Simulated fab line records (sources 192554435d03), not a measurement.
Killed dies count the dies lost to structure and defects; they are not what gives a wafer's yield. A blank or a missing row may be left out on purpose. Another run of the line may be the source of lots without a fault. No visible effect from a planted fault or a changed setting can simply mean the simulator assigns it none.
Matching of chambers -- flow n5-finfet -- 4 sister chambers for N5_BEOL_M4_ALD_98 on ald-sin-03
The step deposits SiO2, target thk 2.5 nm, pulse time 1 s, co reactant pulse time 1 s. 4 wafers are shown with their chamber, then 11 later ones without.

WAFERS, EACH WITH ITS CHAMBER
wafer,chamber,heater-power-w (W)
L081.4,1,86
L089.1,3,96
L089.6,0,85
L090.1,2,82

WAFERS WITH NO CHAMBER GIVEN
wafer,heater-power-w (W)
L090.4,98
L090.5,95
L092.2,87
L092.3,96
L092.6,95
L096.3,82
L096.4,84
L096.5,82
L095.3,83
L095.5,82
L095.6,93

CHAMBER TAKEN BY EACH
wafer,from the rows above,in truth
L090.4,3,3
L090.5,3,3
L092.2,can't be placed: 1 or 0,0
L092.3,3,3
L092.6,3,3
L096.3,2,2
L096.4,can't be placed: 0 or 1 or 2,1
L096.5,2,2
L095.3,can't be placed: 2 or 0 or 1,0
L095.5,2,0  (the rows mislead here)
L095.6,3,3
Placed correctly: 7 of 11. Unplaceable from these rows: 3, with the true chamber sitting among the candidates in 3. Wrongly placed: 1.
How it was worked out, from the rows above alone: a wafer's distance from a chamber is the root of the sum, over the readings, of the square of ((its reading less the chamber's mean) divided by the reading's scatter). If the next closest chamber is less than 2 further off than the closest, the wafer can't be placed; otherwise it belongs to the closest. A chamber's mean is the mean of its shown wafers. The scatter: root of mean squared gap, hidden wafer to nearest shown wafer, with one shown wafer a chamber.
